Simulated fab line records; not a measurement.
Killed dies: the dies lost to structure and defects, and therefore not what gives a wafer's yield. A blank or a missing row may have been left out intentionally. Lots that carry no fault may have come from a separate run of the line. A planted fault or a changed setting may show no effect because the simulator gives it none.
Chamber matching | flow n5-finfet | N5_PASSIVATION_PECVD_55 on pecvd-04: 3 sister chambers
The step deposits SiO2 from SiH4/N2O, target thk 400 nm, time 22.5 s. 3 wafers are shown with their chamber, then 8 later ones without.

== WAFERS WITH THEIR CHAMBER ==
wafer  | chamber | throttle-valve-pct (%)
L437.6 | 2       | 49.6
L442.5 | 0       | 55.7
L444.1 | 1       | 53.5

== WAFERS WITH NO CHAMBER GIVEN ==
wafer  | throttle-valve-pct (%)
L444.3 | 55.7
L444.5 | 49.7
L448.1 | 50.3
L448.3 | 55.8
L448.5 | 50.1
L452.1 | 53.0
L452.2 | 55.5
L452.5 | 55.8

== WHICH CHAMBER EACH WENT THROUGH ==
wafer  | from the rows above | in truth
L444.3 | 0                   | 0
L444.5 | 2                   | 2
L448.1 | 2                   | 2
L448.3 | 0                   | 0
L448.5 | 2                   | 2
L452.1 | 1                   | 1
L452.2 | 0                   | 0
L452.5 | 0                   | 0
8 of 8 placed correctly. Number that these rows cannot place: 0. 0 placed wrongly.
How it was worked out, from the rows above alone: a wafer's distance from a chamber is the root of the sum, over the readings, of the square of ((its reading less the chamber's mean) divided by the reading's scatter). If the next closest chamber is less than 2 further off than the closest, the wafer can't be placed; otherwise it belongs to the closest. Each chamber's mean is taken over the wafers shown for it. The scatter (one wafer shown for each chamber): square how far every hidden wafer sits from the nearest shown wafer, average those squares and take the square root.
